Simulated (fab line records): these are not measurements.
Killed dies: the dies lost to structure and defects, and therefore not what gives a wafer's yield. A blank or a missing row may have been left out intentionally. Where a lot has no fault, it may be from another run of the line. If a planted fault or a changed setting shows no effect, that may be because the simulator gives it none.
8D (eight disciplines) problem report, filled in by code	flow nandHarc	the parts of the form that need people (team, actions taken, sign-off) are left out

1. WHAT WENT WRONG
Wafers without a fault read 3.0 with a standard deviation of 2.3, while killedAtPeriphery at NHARC_END_SORT_01 averages 64.0 across 2 wafers of 1 lot. That puts it +27 standard deviations away from the usual mean.
First seen on wafer L173.1, day 27 14:41, on prober-02. The record holds 3 wafers of 1 lot with a number at this step. Rule for "out" (also "out of limits"): further than 4 standard deviations from the usual mean. The other wafers with a number count as sound.

2. WHAT IT IS AND WHAT IT IS NOT
question	is	is not
which readings at this step	killedAtPeriphery, sort_bin_3_pct, sortRimYieldPct	killedAtArray, killedAtOther, killedOpen, killedShort, sort_bin_4_pct
which lots	L173	-
which wafers of those lots	L173.1, L173.6	L173.2
read on which gauges	prober-02	-
when	from day 27 14:41	up to then (0 sound wafers); but 1 sound wafer of L173 came after

3. SUSPECTS, AND WHAT RULES EACH OUT
Counting: a tool at a process step up to the reading stays a suspect if it ran every lot that is out. Sound lots after the first of them don't rule it out here, since some wafers of a struck lot are sound.
- the gauge at NHARC_END_SORT_01: kept. All the wafers that are out were read on prober-02, and no step on other tools shows them out.
- pvdSputter-03 at NHARC_P_M1_PRE_CLEAN_30 (time 30 s): kept. It ran the lot that is out, L173 (day 10 06:49).
- rieDiel-12 at NHARC_THIN_TSV_DESCUM_14 (chemistry O2, time 3 s): kept. It ran the lot that is out, L173 (day 26 08:18).
- pvdSputter-02 at NHARC_THIN_TSV_DEGAS_49 (time 120 s): kept. It ran the lot that is out, L173 (day 26 10:59).
- pvdSputter-03 at NHARC_THIN_TSV_PRE_CLEAN_54 (time 30 s): kept. It ran the lot that is out, L173 (day 26 13:04).
- Within rieDiel-12 at NHARC_THIN_TSV_DESCUM_14: the wafers that are out ran in chambers 1, 2; their sound lot-mates ran in chamber 3.
Left after counting: pvdSputter-03 at NHARC_P_M1_PRE_CLEAN_30, rieDiel-12 at NHARC_THIN_TSV_DESCUM_14, pvdSputter-02 at NHARC_THIN_TSV_DEGAS_49, pvdSputter-03 at NHARC_THIN_TSV_PRE_CLEAN_54, prober-02 at NHARC_END_SORT_01.

4. THE CAUSE (what the simulator had put in)
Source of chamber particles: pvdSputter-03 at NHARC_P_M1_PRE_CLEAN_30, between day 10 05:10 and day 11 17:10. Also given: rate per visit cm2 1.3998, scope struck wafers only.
This tool is one of the 5 suspects left after counting.

5. THE CHAIN OF EFFECTS, in route order
Rows list readings where the struck wafers' mean (over those with a number) sits beyond 3 standard deviations from the usual. Only readings for which the record gives a usual standard deviation are gone through. hours: the time from each lot's start at the first step in this table that gives one to its start at this step, as a median over the lots. sigmas: the change in usual standard deviations.
hours	step	reading	usual	on struck wafers	change	sigmas
0	NHARC_END_SORT_01	defectLimitedYield	95.1 %	88.4	-6.7	-3.9
0	NHARC_END_SORT_01	killedAtPeriphery	3.0	64.0	+61.0	+27
0	NHARC_END_SORT_01	killedDies	33	78	+46	+3.8
0	NHARC_END_SORT_01	sort_bin_2_pct	1.5 %	4.4	+2.9	+4.4
0	NHARC_END_SORT_01	sort_bin_3_pct	0.25 %	3.47	+3.22	+15
0	NHARC_END_SORT_01	sortNPass	644	598	-46	-3.8
0	NHARC_END_SORT_01	sortRimYieldPct	96.7 %	86.8	-9.9	-5.0
0	NHARC_END_SORT_01	sortYieldPct	95.1 %	88.4	-6.7	-3.9

6. WHAT WOULD HAVE CAUGHT IT SOONER
418 hours passed between the start of the fault at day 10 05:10 and the first reading out of limits at a measuring or inspecting step in this record, taken at day 27 14:41.
No tool reading at NHARC_P_M1_PRE_CLEAN_30 that has a usual standard deviation in the record was out on any struck wafer, so an alarm limit of 4 standard deviations on those readings would not have fired.
By day 27 14:41 the whole set of lots that are out, 1 in number, had already begun NHARC_P_M1_PRE_CLEAN_30 on pvdSputter-03. A hold on the tool at that time would have spared none of them.
